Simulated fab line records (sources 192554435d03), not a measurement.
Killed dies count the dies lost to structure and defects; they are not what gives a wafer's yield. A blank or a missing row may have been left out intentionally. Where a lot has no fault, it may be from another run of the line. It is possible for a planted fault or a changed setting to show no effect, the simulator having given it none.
Chamber matching / flow n5_finfet / N5_BEOL_M6_ILD_DEP_00 on pecvd-01: 3 sister chambers
The step deposits SiCOH lowk from DEMS/porogen, target thk 179.75 nm, time 33.4 s. 6 wafers are shown with their chamber, then 12 later ones without.

== EACH WAFER AND ITS CHAMBER ==
wafer=L082.1; chamber=2; showerhead_plenum_p_Torr (Torr)=5.738; heater_power_w (W)=268
wafer=L082.3; chamber=1; showerhead_plenum_p_Torr (Torr)=5.764; heater_power_w (W)=259
wafer=L082.4; chamber=0; showerhead_plenum_p_Torr (Torr)=5.748; heater_power_w (W)=319
wafer=L088.1; chamber=0; showerhead_plenum_p_Torr (Torr)=5.742; heater_power_w (W)=300
wafer=L088.2; chamber=2; showerhead_plenum_p_Torr (Torr)=5.733; heater_power_w (W)=278
wafer=L088.5; chamber=1; showerhead_plenum_p_Torr (Torr)=5.752; heater_power_w (W)=332

== WAFERS WITHOUT THEIR CHAMBER ==
wafer=L089.2; showerhead_plenum_p_Torr (Torr)=5.747; heater_power_w (W)=282
wafer=L089.5; showerhead_plenum_p_Torr (Torr)=5.755; heater_power_w (W)=326
wafer=L089.6; showerhead_plenum_p_Torr (Torr)=5.736; heater_power_w (W)=260
wafer=L094.2; showerhead_plenum_p_Torr (Torr)=5.733; heater_power_w (W)=284
wafer=L094.3; showerhead_plenum_p_Torr (Torr)=5.764; heater_power_w (W)=294
wafer=L094.4; showerhead_plenum_p_Torr (Torr)=5.749; heater_power_w (W)=224
wafer=L095.4; showerhead_plenum_p_Torr (Torr)=5.747; heater_power_w (W)=273
wafer=L095.5; showerhead_plenum_p_Torr (Torr)=5.741; heater_power_w (W)=247
wafer=L095.6; showerhead_plenum_p_Torr (Torr)=5.762; heater_power_w (W)=332
wafer=L096.1; showerhead_plenum_p_Torr (Torr)=5.750; heater_power_w (W)=313
wafer=L096.3; showerhead_plenum_p_Torr (Torr)=5.751; heater_power_w (W)=303
wafer=L096.5; showerhead_plenum_p_Torr (Torr)=5.747; heater_power_w (W)=299

== WHICH CHAMBER EACH WENT THROUGH ==
wafer=L089.2; from the rows above=can't be placed: 0 or 1 or 2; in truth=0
wafer=L089.5; from the rows above=can't be placed: 1 or 0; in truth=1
wafer=L089.6; from the rows above=can't be placed: 2 or 0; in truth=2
wafer=L094.2; from the rows above=can't be placed: 2 or 0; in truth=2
wafer=L094.3; from the rows above=1; in truth=1
wafer=L094.4; from the rows above=can't be placed: 1 or 2 or 0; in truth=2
wafer=L095.4; from the rows above=can't be placed: 0 or 2 or 1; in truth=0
wafer=L095.5; from the rows above=can't be placed: 2 or 0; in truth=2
wafer=L095.6; from the rows above=can't be placed: 1 or 0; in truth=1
wafer=L096.1; from the rows above=can't be placed: 0 or 1 or 2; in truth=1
wafer=L096.3; from the rows above=can't be placed: 0 or 1 or 2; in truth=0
wafer=L096.5; from the rows above=can't be placed: 0 or 1 or 2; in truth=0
Placed correctly: 1 of 12. From these rows, 11 cannot be placed; in 11 the true chamber is one of the candidates. Wrongly placed: 0.
How it was worked out, from the rows above alone: a wafer's distance from a chamber is the root of the sum, over the readings, of the square of ((its reading less the chamber's mean) divided by the reading's scatter). If the next closest chamber is less than 2 further off than the closest, the wafer can't be placed; otherwise it belongs to the closest. For every chamber, the mean is computed from those of its wafers that are shown. The scatter: take each reading less its chamber's mean, square it, sum over the shown wafers, divide by the number of wafers less the number of chambers, and take the root.
